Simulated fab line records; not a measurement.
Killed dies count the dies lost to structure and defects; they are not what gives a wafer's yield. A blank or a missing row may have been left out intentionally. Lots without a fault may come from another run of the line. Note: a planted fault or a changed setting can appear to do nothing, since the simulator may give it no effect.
fab line records    flow n5Finfet
record: lots: 6  wafers: 18  lastDay: 18
route steps=1938 shown GATE_CUT@488
lots that met no fault: from a run of the same line without faults
startH: the number of hours between the record's first day and the start of the first shown wafer of the lot    waitH: how many hours have passed since the lot's step before this one    " the same as in the row above    L1.1+2: a single row standing in for several wafers    - no value, or no start was given    * or withheld: withheld    < > ~ a bound
route shown NAME@n: a module of which the file shows steps, and the number in the route of the first    usual: mean and standard deviation over wafers with no fault    same: alike in all rows    chamber/n: place in a boat    sites: readings site by site    _std_site: their standard deviation    _edge_site: outer sites' mean less inner sites'    radiusMm: how far each site lies from the wafer's centre    mask NAME#n: copy n    behind: tool/chamber where the wafer was last shaped    hold: why the lot went on hold/how many hours it stayed there/how the hold came to an end    device: the transistor (n, p or np) that didn't switch    end of line: at the end of the route, the tests of the same wafers    a step without rows: its recipe alone    killed: the dies lost at the first sort to structure and to defects; this is not the yield of the wafer    map: a wafer's dies, x killed, . not, _ none there
set.NAME: the setting the step ran with; set.NAME@STEP: the setting that earlier step ran with    model.NAME: the simulator's own value behind a step, which no gauge read
a table for each step, a row for each wafer; lots at some steps of the route
services: when a tool's chamber went out of use (startH, in hours from the record's first day, below 0 if earlier), for how many hours, and the reason
== steps ==
step: N5_GATE_CUT_OVL_MEAS_14
recipe: pointsPerWafer: 522
usual: GATE_CUT_OVL: 0.1/0.67
lot.wafer  tool        chamber  startH  waitH  GATE_CUT_OVL[nm]
L917.1     overlay-02  0        102.61  0.0    -1.4
L917.2     "           0        "       "      -0.5
L917.5     "           0        "       "      -0.9
L920.2     overlay-02  0        119.25  0.0    0.1
L920.4     "           0        "       "      0.5
L920.5     "           0        "       "      0.2
L929.1     overlay-02  0        176.20  0.0    -0.1
L929.2     "           0        "       "      1.7
L929.3     "           0        "       "      1.0
L930.2     overlay-01  0        181.98  0.0    1.1
L930.4     "           0        "       "      0.0
L930.6     "           0        "       "      1.4
L935.2     overlay-02  0        217.18  0.0    -0.1
L935.5     "           0        "       "      1.0
L935.6     "           0        "       "      0.5
L937.2     overlay-01  0        225.31  0.0    0.5
L937.3     "           0        "       "      0.6
L937.4     "           0        "       "      1.0
step: N5_GATE_CUT_INSPECT_15
recipe: mode: adi  inspectInstrument: brightfield
usual: rawDefectCount: 125/37
lot.wafer  tool              chamber  startH  waitH  rawDefectCount
L917.1     defectInspect-01  -        102.67  0.1    125
L917.2     "                 -        "       "      217
L917.5     "                 -        "       "      122
L920.2     defectInspect-01  -        119.30  0.0    158
L920.4     "                 -        "       "      167
L920.5     "                 -        "       "      156
L929.1     defectInspect-02  -        176.25  0.1    101
L929.2     "                 -        "       "      57
L929.3     "                 -        "       "      115
L930.2     defectInspect-02  -        182.03  0.0    92
L930.4     "                 -        "       "      115
L930.6     "                 -        "       "      104
L935.2     defectInspect-02  -        217.23  0.0    176
L935.5     "                 -        "       "      155
L935.6     "                 -        "       "      188
L937.2     defectInspect-02  -        225.36  0.0    110
L937.3     "                 -        "       "      128
L937.4     "                 -        "       "      85
step: N5_GATE_CUT_DESCUM_18
recipe: chemistry: O2  timeS: 7  sourcePowerW: 50  biasPowerW: 20  pressureMtorr: 20  rfFrequencyHz: 2.712e+07  tempC: 40  resist: CAR-EUV  o2FlowSccm: 225
usual: biasPowerW: 20.01/0.057  drypumpMotorCurrentA: 5.9/0.73  oesProductAu: 0.80/0.068  rfVppV: 243.2/1.2  showerheadPlenumPTorr: 2.09/0.058  throttleValvePct: 20.29/0.17
lot.wafer  tool        chamber  startH  waitH  biasPowerW  drypumpMotorCurrentA  oesProductAu  rfHoursCounterH  rfVppV  showerheadPlenumPTorr  throttleValvePct
L917.1     rieDiel-03  1        102.71  0.0    19.92       5.3                   0.90          21               244.4   2.14                   19.88
L917.2     "           2        "       "      19.93       6.6                   0.79          152              241.7   2.02                   20.56
L917.5     "           0        "       "      19.99       6.4                   0.84          -                244.0   2.11                   20.16
L920.2     rieDiel-01  2        119.34  0.0    19.96       5.2                   0.74          140              242.3   2.08                   19.98
L920.4     "           1        "       "      20.06       4.9                   0.73          180              242.2   1.99                   20.35
L920.5     "           1        "       "      20.03       4.9                   0.73          -                241.5   1.99                   20.35
L929.1     rieDiel-04  1        176.63  0.4    20.02       4.7                   0.75          158              245.5   2.18                   20.31
L929.2     "           0        "       "      20.03       5.3                   0.73          189              244.5   2.17                   20.35
L929.3     "           2        "       "      20.02       6.5                   0.91          14               242.7   2.07                   20.22
L930.2     rieDiel-03  3        182.07  0.0    20.02       6.5                   0.72          204              242.9   2.05                   20.27
L930.4     "           2        "       "      20.09       6.6                   0.76          175              241.3   2.01                   20.58
L930.6     "           3        "       "      19.97       6.5                   0.72          -                243.6   2.05                   20.27
L935.2     rieDiel-03  3        217.26  0.0    19.92       6.4                   0.72          213              242.6   2.04                   20.28
L935.5     "           3        "       "      20.07       6.5                   0.72          -                244.2   2.04                   20.28
L935.6     "           0        "       "      20.08       6.4                   0.80          -                244.9   2.10                   20.22
L937.2     rieDiel-01  0        225.42  0.1    19.98       5.6                   0.80          133              243.3   2.11                   20.56
L937.3     "           2        "       "      20.01       5.2                   0.70          176              241.7   2.07                   20.02
L937.4     "           3        "       "      20.02       6.4                   0.84          52               242.9   2.05                   20.37
step: N5_GATE_CUT_ETCH_28
recipe: chemistry: N2/H2  target: underlayer  targetDepthA: 130  maskMaterial: CAR-EUV  timeS: 10.4  ionEnergyEv: 200  pressureMtorr: 30  sourceW: 840  biasW: 150  n2FlowSccm: 200  h2FlowSccm: 200  ends: cleared
step: N5_GATE_CUT_ETCH_36
recipe: chemistry: CF4  target: SiARC  targetDepthA: 130  maskMaterial: CAR-EUV  timeS: 21.7  ionEnergyEv: 80  pressureMtorr: 40  sourceW: 545  biasW: 36  Ar_flow_sccm: 100  cf4FlowSccm: 100  ends: cleared
step: N5_GATE_CUT_ETCH_37
recipe: chemistry: N2/H2  target: SOC  targetDepthA: 600  overetchA: 120  maskMaterial: SiARC  tempC: 40  timeS: 90  ionEnergyEv: 200  pressureMtorr: 30  sourceW: 840  biasW: 150  n2FlowSccm: 200  h2FlowSccm: 200
step: N5_GATE_CUT_STRIP_38
recipe: chemistry: N2/H2  tempC: 40  n2FlowSccm: 200  h2FlowSccm: 200  rfFrequencyHz: 6e+07
step: N5_GATE_CUT_STRIP_39
recipe: chemistry: N2/H2  tempC: 40  n2FlowSccm: 200  h2FlowSccm: 200  rfFrequencyHz: 6e+07
step: N5_GATE_CUT_HM_OPEN_40
recipe: chemistry: C4F6/O2  target: SiO2  maskMaterial: SiARC  targetDepthA: 1390  timeS: 85.1  ionEnergyEv: 250  pressureMtorr: 30  sourceW: 345  biasW: 185  Ar_flow_sccm: 300  C4F6_flow_sccm: 10  O2_flow_sccm: 10  ends: cleared
usual: C4F6_flow_sccm: 10.000/0.028  biasW: 185.0/0.49  drypumpMotorCurrentA: 5.9/0.73  etchRfOnTimeS: 95.0/2  oesProductAu: 0.72/0.061  rfVppV: 668/17  showerheadPlenumPTorr: 2.84/0.073  throttleValvePct: 20.76/0.16
lot.wafer  tool        chamber  startH  waitH  C4F6_flow_sccm  biasW  drypumpMotorCurrentA  etchRfOnTimeS  oesProductAu  rfHoursCounterH  rfVppV  showerheadPlenumPTorr  throttleValvePct
L917.1     rieDiel-03  1        102.87  0.0    9.980           184.7  5.3                   93.7           0.80          21               657     2.91                   20.41
L917.2     "           2        "       "      9.974           184.9  6.6                   95.6           0.70          152              635     2.73                   20.95
L917.5     "           0        "       "      9.991           184.7  6.4                   97.1           0.74          -                663     2.85                   20.55
L920.2     rieDiel-01  2        119.50  0.0    9.979           184.6  5.2                   97.3           0.66          140              675     2.86                   20.65
L920.4     "           1        "       "      10.011          184.7  4.9                   96.9           0.65          180              674     2.72                   20.93
L920.5     "           1        "       "      9.992           184.9  4.9                   97.1           0.65          -                674     2.72                   20.94
L929.1     rieDiel-04  1        176.80  0.0    9.982           184.9  4.7                   93.7           0.66          159              674     2.95                   20.75
L929.2     "           0        "       "      9.985           185.2  5.4                   96.5           0.65          189              686     2.92                   20.74
L929.3     "           2        "       "      9.981           185.4  6.5                   95.0           0.82          14               683     2.79                   20.58
L930.2     rieDiel-03  3        182.23  0.0    10.001          185.3  6.5                   92.0           0.66          204              645     2.80                   20.84
L930.4     "           2        "       "      9.987           185.5  6.6                   95.0           0.68          175              635     2.72                   20.98
L930.6     "           3        "       "      10.002          185.1  6.5                   94.0           0.66          -                644     2.80                   20.83
L935.2     rieDiel-03  3        217.43  0.0    9.995           184.6  6.4                   92.0           0.64          213              642     2.79                   20.83
L935.5     "           3        "       "      10.022          184.9  6.5                   95.5           0.64          -                644     2.79                   20.85
L935.6     "           0        "       "      9.990           185.1  6.4                   98.3           0.71          -                662     2.84                   20.61
L937.2     rieDiel-01  0        225.58  0.0    10.005          184.4  5.6                   92.6           0.71          133              664     2.87                   21.08
L937.3     "           2        "       "      10.013          185.7  5.2                   99.5           0.64          176              676     2.85                   20.72
L937.4     "           3        "       "      9.988           186.1  6.4                   97.7           0.76          52               651     2.79                   20.92
step: N5_GATE_CUT_STRIP_41
recipe: chemistry: CF4  resist: SiARC  powerW: 300  biasPowerW: 75  pressureMtorr: 50  cf4FlowSccm: 150  rfFrequencyHz: 6e+07
step: N5_GATE_CUT_STRIP_42
recipe: chemistry: O2  powerW: 400  tempC: 40  pressureMtorr: 30  rfFrequencyHz: 6e+07  biasPowerW: 0  overashFraction: 0.3  o2FlowSccm: 225
usual: drypumpMotorCurrentA: 5.9/0.73  oesProductAu: 0.80/0.068  rfVppV: 3.6/0.44  showerheadPlenumPTorr: 2.10/0.058  throttleValvePct: 16.54/0.17
same: biasPowerW: 0
lot.wafer  tool        chamber  startH  waitH  drypumpMotorCurrentA  oesProductAu  rfHoursCounterH  rfVppV  showerheadPlenumPTorr  throttleValvePct
L917.1     rieDiel-03  1        102.95  0.0    5.3                   0.90          21               3.2     2.14                   16.14
L917.2     "           2        "       "      6.6                   0.77          152              3.5     2.03                   16.80
L917.5     "           0        "       "      6.4                   0.83          -                3.1     2.12                   16.39
L920.2     rieDiel-01  2        119.58  0.0    5.2                   0.75          140              3.9     2.08                   16.29
L920.4     "           1        "       "      4.9                   0.72          180              4.3     1.99                   16.67
L920.5     "           1        "       "      4.9                   0.72          -                4.2     1.99                   16.67
L929.1     rieDiel-04  1        176.88  0.0    4.7                   0.74          159              2.9     2.19                   16.55
L929.2     "           0        "       "      5.4                   0.72          189              3.8     2.18                   16.65
L929.3     "           2        "       "      6.5                   0.90          14               3.2     2.07                   16.40
L930.2     rieDiel-03  3        182.31  0.0    6.4                   0.73          204              3.5     2.05                   16.61
L930.4     "           2        "       "      6.6                   0.76          175              3.3     2.02                   16.85
L930.6     "           3        "       "      6.4                   0.72          -                3.2     2.05                   16.61
L935.2     rieDiel-03  3        217.51  0.0    6.4                   0.72          213              3.7     2.05                   16.61
L935.5     "           3        "       "      6.5                   0.72          -                3.7     2.05                   16.61
L935.6     "           0        "       "      6.4                   0.81          -                3.1     2.11                   16.46
L937.2     rieDiel-01  0        225.66  0.0    5.6                   0.79          133              5.3     2.11                   16.79
L937.3     "           2        "       "      5.2                   0.70          176              2.5     2.07                   16.35
L937.4     "           3        "       "      6.4                   0.85          52               3.3     2.05                   16.56
step: N5_GATE_CUT_ETCH_19
recipe: chemistry: CH3F/O2  target: SiNx  maskMaterial: SiO2  targetDepthA: 537  timeS: 76.7  pressureMtorr: 30  sourceW: 395  biasW: 73  Ar_flow_sccm: 150  CH3F_flow_sccm: 30  O2_flow_sccm: 20  ionEnergyEv: 120  ends: cleared
usual: biasW: 73.00/0.21  drypumpMotorCurrentA: 5.9/0.73  etchRfOnTimeS: 77.3/1.3  oesProductAu: 0.68/0.057  rfFwdPowerW: 390.3/2  rfVppV: 298/7.4  showerheadPlenumPTorr: 1.99/0.055  throttleValvePct: 16.20/0.16
lot.wafer  tool        chamber  startH  waitH  biasW  drypumpMotorCurrentA  etchRfOnTimeS  oesProductAu  rfFwdPowerW  rfHoursCounterH  rfVppV  showerheadPlenumPTorr  throttleValvePct
L917.1     rieDiel-03  1        102.99  0.0    73.07  5.3                   76.1           0.76          387.9        21               293     2.04                   15.83
L917.2     "           2        "       "      73.11  6.6                   76.9           0.66          392.6        152              283     1.91                   16.36
L917.5     "           0        "       "      72.69  6.4                   78.4           0.70          390.1        -                296     2.01                   16.02
L920.2     rieDiel-01  2        119.62  0.0    73.25  5.2                   80.9           0.62          392.6        140              302     2.01                   16.09
L920.4     "           1        "       "      73.08  4.9                   78.8           0.61          389.1        180              300     1.91                   16.39
L920.5     "           1        "       "      73.38  4.9                   78.1           0.62          389.3        -                300     1.91                   16.38
L929.1     rieDiel-04  1        176.92  0.0    73.15  4.7                   75.6           0.63          393.2        159              301     2.08                   16.21
L929.2     "           0        "       "      73.40  5.4                   78.5           0.61          390.5        189              307     2.06                   16.27
L929.3     "           2        "       "      72.93  6.5                   77.6           0.77          390.1        14               305     1.96                   16.00
L930.2     rieDiel-03  3        182.35  0.0    72.89  6.5                   76.4           0.62          388.5        204              287     1.97                   16.33
L930.4     "           2        "       "      73.25  6.6                   77.3           0.64          390.7        175              285     1.91                   16.43
L930.6     "           3        "       "      73.06  6.5                   76.3           0.62          388.9        -                288     1.97                   16.33
L935.2     rieDiel-03  3        217.55  0.0    73.32  6.4                   76.3           0.61          387.6        213              289     1.96                   16.36
L935.5     "           3        "       "      72.86  6.4                   76.4           0.61          389.1        -                288     1.96                   16.37
L935.6     "           0        "       "      73.05  6.4                   79.2           0.67          390.2        -                295     2.00                   16.10
L937.2     rieDiel-01  0        225.70  0.0    73.19  5.6                   75.9           0.67          393.4        133              298     2.02                   16.48
L937.3     "           2        "       "      73.02  5.2                   78.7           0.60          391.2        176              301     2.00                   16.16
L937.4     "           3        "       "      72.93  6.4                   77.8           0.72          390.1        52               291     1.96                   16.25
step: N5_GATE_CUT_CUT_ETCH_53
recipe: chemistry: SF6/Cl2  target: W  maskMaterial: SiO2  targetDepthA: 792  pressureMtorr: 8  icpW: 900  biasW: 80  SF6_flow_sccm: 40  Cl2_flow_sccm: 60  ends: cleared
usual: biasW: 79.98/0.23  drypumpMotorCurrentA: 5.7/0.64  etchRfOnTimeS: 26.3/0.71  heBacksideLeakSccm: 3.34/0.18  oesProductAu: 0.77/0.081  rfFwdPowerW: 877.3/2.8  throttleValvePct: 28.77/0.13
lot.wafer  tool         chamber  startH  waitH  biasW  drypumpMotorCurrentA  etchRfOnTimeS  heBacksideLeakSccm  oesProductAu  rfFwdPowerW  rfHoursCounterH  throttleValvePct
L917.1     rieMetal-03  0        103.10  0.1    79.86  6.4                   26.5           3.18                0.81          874.9        6                28.87
L917.2     "            1        "       "      79.78  5.7                   26.8           3.19                0.71          874.3        34               28.71
L917.5     "            0        "       "      80.04  6.5                   26.6           3.11                0.81          875.6        -                28.86
L920.2     rieMetal-03  0        119.73  0.1    79.98  6.4                   26.7           3.19                0.80          876.7        8                28.87
L920.4     "            0        "       "      80.07  6.4                   26.4           3.16                0.80          876.0        -                28.88
L920.5     "            1        "       "      79.89  5.7                   26.8           3.36                0.69          877.3        -                28.72
L929.1     rieMetal-03  1        177.03  0.1    79.38  5.7                   22.6           3.45                0.75          1093.2       42               28.73
L929.2     "            0        "       "      80.13  6.5                   22.4           3.19                0.86          1089.7       14               28.89
L929.3     "            1        "       "      79.73  5.7                   22.3           3.43                0.76          1091.9       -                28.74
L930.2     rieMetal-03  1        182.46  0.1    80.09  5.7                   22.0           3.21                0.76          1089.5       42               28.75
L930.4     "            1        "       "      80.37  5.7                   22.2           3.37                0.77          1089.6       -                28.73
L930.6     "            0        "       "      80.10  6.5                   22.1           3.23                0.86          1094.7       -                28.88
L935.2     rieMetal-01  1        217.66  0.1    79.89  5.9                   26.3           3.39                0.80          873.7        8                28.54
L935.5     "            0        "       "      80.09  4.6                   25.0           3.21                0.84          877.7        -                28.84
L935.6     "            1        "       "      80.05  5.9                   26.5           3.56                0.80          875.6        -                28.53
L937.2     rieMetal-01  1        225.81  0.1    80.34  5.9                   26.5           3.56                0.78          873.2        10               28.56
L937.3     "            1        "       "      80.51  5.9                   26.3           3.62                0.79          874.1        -                28.53
L937.4     "            0        "       "      79.81  4.6                   25.1           3.24                0.83          880.8        -                28.85
step: N5_GATE_CUT_CUT_ETCH_54
recipe: chemistry: Cl2/BCl3  target: TiN  maskMaterial: SiO2  targetDepthA: 967  pressureMtorr: 10  icpW: 1000  biasW: 126  Cl2_flow_sccm: 53.25  bcl3FlowSccm: 21.75  Ar_flow_sccm: 25  ends: cleared
usual: biasW: 126.0/0.35  drypumpMotorCurrentA: 5.7/0.64  etchRfOnTimeS: 36.6/0.92  heBacksideLeakSccm: 3.32/0.27  oesProductAu: 0.77/0.08  rfFwdPowerW: 978/3.5  throttleValvePct: 22.13/0.098
lot.wafer  tool         chamber  startH  waitH  biasW  drypumpMotorCurrentA  etchRfOnTimeS  heBacksideLeakSccm  oesProductAu  rfFwdPowerW  rfHoursCounterH  throttleValvePct
L917.1     rieMetal-03  0        103.16  0.0    126.1  6.4                   37.5           3.38                0.81          974          6                22.18
L917.2     "            1        "       "      125.5  5.7                   38.0           3.33                0.69          974          34               22.15
L917.5     "            0        "       "      125.7  6.4                   37.7           3.36                0.81          975          -                22.21
L920.2     rieMetal-03  0        119.79  0.0    126.2  6.4                   36.9           3.07                0.81          980          8                22.20
L920.4     "            0        "       "      126.2  6.5                   37.1           3.22                0.80          977          -                22.18
L920.5     "            1        "       "      125.8  5.7                   37.2           3.50                0.70          977          -                22.13
L929.1     rieMetal-03  1        177.09  0.0    126.2  5.7                   37.7           3.28                0.67          984          42               22.17
L929.2     "            0        "       "      125.5  6.4                   37.5           3.35                0.77          978          14               22.20
L929.3     "            1        "       "      125.6  5.7                   37.6           3.49                0.68          978          -                22.18
L930.2     rieMetal-03  1        182.52  0.0    125.9  5.7                   37.1           3.45                0.68          978          42               22.15
L930.4     "            1        "       "      125.3  5.7                   37.1           3.61                0.68          979          -                22.15
L930.6     "            0        "       "      125.8  6.4                   37.3           3.27                0.77          982          -                22.20
L935.2     rieMetal-01  1        217.72  0.0    125.9  5.9                   36.7           3.54                0.80          978          8                22.04
L935.5     "            0        "       "      125.8  4.6                   35.1           3.15                0.84          981          -                22.04
L935.6     "            1        "       "      125.8  5.9                   37.0           3.59                0.79          975          -                22.04
L937.2     rieMetal-01  1        225.87  0.0    126.0  5.9                   37.0           3.35                0.79          975          10               22.07
L937.3     "            1        "       "      126.3  5.9                   36.7           3.27                0.79          975          -                22.04
L937.4     "            0        "       "      126.6  4.6                   34.9           3.04                0.84          980          -                22.04
== services ==
tool         chamber  startH  hours  kind
rieDiel-03   0        79.78   8.1    repair
rieMetal-01  0        96.01   12.8   repair
rieDiel-04   2        118.16  -      clean
rieDiel-04   2        118.16  -      consumableReplace:focusRing
rieDiel-04   2        118.16  20.2   scheduledDown
rieDiel-04   2        118.16  20.2   ventCycle
rieDiel-01   1        136.98  6.2    repair
rieDiel-04   3        157.82  7.7    repair
rieDiel-01   3        159.74  5.1    repair
rieDiel-04   0        164.51  10.8   repair
rieDiel-01   0        192.03  15.2   repair
rieDiel-01   3        199.51  13.7   repair
rieDiel-01   1        203.97  4.9    repair
== key ==
firstSign: step: N5_GATE_CUT_CUT_ETCH_53  reading: rfFwdPowerW  direction: up  sigmas: 76  usual: *  struck: *
effect: step: N5_GATE_CUT_CUT_ETCH_53  reading: etchRfOnTimeS  direction: down  sigmas: 5.7  usual: *  struck: *
metAt N5_GATE_CUT_CUT_ETCH_53
struckWafers L929.1,L929.2,L929.3,L930.2,L930.4,L930.6
rowsEnd L929.1,L929.2,L929.3
onsetBetween 119.73 177.03
fault: kind: processParameterDrift  tool: rieMetal-03  chamber: -  onsetH: 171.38  steps: N5_GATE_CUT_CUT_ETCH_53  channel: icpW  offset: 216  shape: step  actsIn: theseRecipesOnly  stated: 900
rowsEnd: these wafers met a further fault down the route, and their rows from its step on are left out
